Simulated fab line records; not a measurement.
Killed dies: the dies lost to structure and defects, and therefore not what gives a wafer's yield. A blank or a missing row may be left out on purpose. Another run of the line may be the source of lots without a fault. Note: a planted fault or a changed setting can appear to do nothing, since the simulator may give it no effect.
Which tool was responsible?    flow nand_harc    24 lots, 72 wafers sampled, at 3 steps of a route of 1302

WHAT EACH GAUGE READ, for each wafer
NHARC_A_WL_FILL_INSPECT_15.
lot   measured      on                 raw_defect_count
L074  day 21 14:41  defect_inspect-02  533 489 708
L075  day 21 14:44  defect_inspect-01  687 393 402
L076  day 22 00:38  defect_inspect-01  321 290 379
L078  day 22 10:46  defect_inspect-01  458 480 579
L079  day 22 18:37  defect_inspect-02  261 365 335
L077  day 22 18:41  defect_inspect-01  309 408 360
L080  day 23 17:12  defect_inspect-02  493 574 569
L081  day 24 00:24  defect_inspect-01  322 514 378
L082  day 24 08:45  defect_inspect-02  498 437 381
L083  day 24 12:49  defect_inspect-02  756 582 703
L084  day 25 00:58  defect_inspect-01  360 358 294
L085  day 25 15:16  defect_inspect-02  512 400 440
L086  day 26 00:07  defect_inspect-01  360 386 373
L087  day 26 17:53  defect_inspect-01  704 710 835
L088  day 27 04:32  defect_inspect-01  483 439 467
L089  day 27 11:43  defect_inspect-01  465 399 417
L091  day 28 04:46  defect_inspect-01  319 338 616
L090  day 28 04:55  defect_inspect-01  465 427 431
L093  day 28 12:56  defect_inspect-02  569 754 519
L092  day 28 13:04  defect_inspect-02  414 338 468
L094  day 29 00:58  defect_inspect-02  412 369 383
L096  day 30 02:10  defect_inspect-01  468 336 316
L095  day 30 02:19  defect_inspect-02  655 552 539
L097  day 31 02:52  defect_inspect-02  444 494 491

NHARC_A_CONTACT_CD_MEAS_53.
lot   measured      on         cd_nm (nm)
L074  day 22 01:31  cd_sem-03  288.5 289.2 289.0
L075  day 22 02:53  cd_sem-03  290.6 290.4 290.6
L076  day 22 12:20  cd_sem-01  289.4 290.0 289.8
L078  day 22 21:40  cd_sem-03  291.1 290.4 290.2
L079  day 23 06:46  cd_sem-02  289.4 289.9 289.0
L077  day 23 05:59  cd_sem-01  290.0 289.5 290.2
L080  day 24 04:00  cd_sem-03  288.4 288.0 288.5
L081  day 24 11:17  cd_sem-02  290.0 289.0 289.8
L082  day 24 21:23  cd_sem-02  289.6 290.0 289.4
L083  day 25 02:34  cd_sem-03  289.1 288.6 289.1
L084  day 25 11:55  cd_sem-03  289.6 290.7 289.6
L085  day 26 06:08  cd_sem-01  289.8 289.6 290.6
L086  day 26 11:25  cd_sem-01  290.0 290.3 290.3
L087  day 27 07:56  cd_sem-01  288.2 288.5 288.0
L088  day 27 16:20  cd_sem-02  290.2 289.9 289.9
L089  day 28 00:14  cd_sem-02  289.1 289.2 289.3
L091  day 28 16:08  cd_sem-02  290.2 290.7 289.5
L090  day 28 15:59  cd_sem-01  289.8 290.4 290.4
L093  day 29 02:49  cd_sem-01  289.7 289.8 289.5
L092  day 29 03:11  cd_sem-02  289.4 289.0 289.2
L094  day 29 13:11  cd_sem-02  290.7 290.4 290.3
L096  day 30 13:02  cd_sem-02  289.9 288.5 289.8
L095  day 30 13:56  cd_sem-03  290.0 289.7 290.4
L097  day 31 14:20  cd_sem-02  290.1 290.0 290.0

NHARC_A_CONTACT_OVL_MEAS_70.
lot   measured      on          overlay_x_nm (nm)  overlay_y_nm (nm)
L074  day 22 08:31  overlay-02  -0.6 -0.2 -0.7     1.3 1.5 1.4
L075  day 22 09:59  overlay-02  -1.7 -1.4 -1.6     -0.1 0.7 -0.1
L076  day 22 18:27  overlay-02  0.3 -0.3 0.0       -0.4 -0.7 -1.1
L078  day 23 04:20  overlay-02  -0.4 0.1 -0.5      1.5 1.8 1.4
L079  day 23 12:56  overlay-02  0.7 0.3 0.6        0.7 -0.4 0.7
L077  day 23 12:02  overlay-02  -0.9 -0.9 -1.0     -0.8 -0.2 -0.3
L080  day 24 13:03  overlay-01  0.6 0.7 0.4        -0.1 0.3 -0.2
L081  day 24 20:33  overlay-01  -0.2 0.1 -0.2      0.4 0.8 0.9
L082  day 25 02:28  overlay-01  -0.5 -1.2 -0.7     -0.6 -0.3 -0.4
L083  day 25 09:59  overlay-02  0.3 0.0 0.3        -0.3 -0.7 -1.0
L084  day 25 16:46  overlay-02  -0.5 -0.6 -0.5     -0.9 -0.3 0.5
L085  day 26 11:04  overlay-01  -0.7 -0.5 -0.2     -0.8 -1.2 -0.8
L086  day 26 20:51  overlay-02  1.0 0.5 0.9        -1.6 -1.4 -1.2
L087  day 27 12:51  overlay-02  -1.3 -1.1 -0.9     0.4 0.1 -0.3
L088  day 27 21:13  overlay-02  0.6 -0.1 0.0       0.2 0.7 0.7
L089  day 28 06:05  overlay-02  -0.6 -0.4 -0.5     0.2 0.2 0.3
L091  day 28 23:38  overlay-02  0.4 0.8 0.6        0.7 -0.3 0.5
L090  day 28 22:22  overlay-02  1.6 1.0 1.6        0.4 0.3 0.5
L093  day 29 09:53  overlay-02  -0.5 -1.0 -1.3     0.3 0.2 0.8
L092  day 29 10:02  overlay-01  0.9 0.6 1.2        -1.1 -0.6 -0.8
L094  day 29 19:20  overlay-01  0.4 1.2 0.6        -0.8 -1.5 -0.4
L096  day 30 18:00  overlay-01  -1.3 -0.6 -1.1     -0.3 -0.4 0.1
L095  day 30 20:25  overlay-02  0.8 0.8 1.2        0.1 -0.1 -1.0
L097  day 31 21:10  overlay-01  -0.3 0.1 -0.1      0.2 0.2 -0.1

TOOL THAT RAN EACH LOT (tool first, then ch and the chambers of the sampled wafers, then the start)
Before these readings, the record contains no process step.

WHAT THE TOOLS THEMSELVES READ (means of the sampled wafers that have a number; where no wafer has one, the mark that the record gives instead)
The record holds no such reading with a usual standard deviation.

THE ANSWER, worked out from the rows above alone
Rule: usual is defined by the lots themselves. The widest of any qualifying gaps counts: lots, ordered by their means at a reading, are off when they make up no more than a third of the lots, leave a main group of 4 or more, and stand apart from it by 3 or more times the standard deviation of that group's means. Not used: any main group whose means are identical at the precision the tables above print for the reading. Also off: a lot with no number at a reading for which 4 or more lots have one. The other lots that the step has rows for count as sound. After the gauges, taken in route order, come the tools' own readings; for these a lot's mean is taken, as printed above. The first step at which some lot is off is used, and at that step the reading that is off furthest; a lot without a number counts as furthest.
Across all readings shown, no lot is off: no conclusion can be drawn from this.

WHAT THE SIMULATOR HAD PUT IN
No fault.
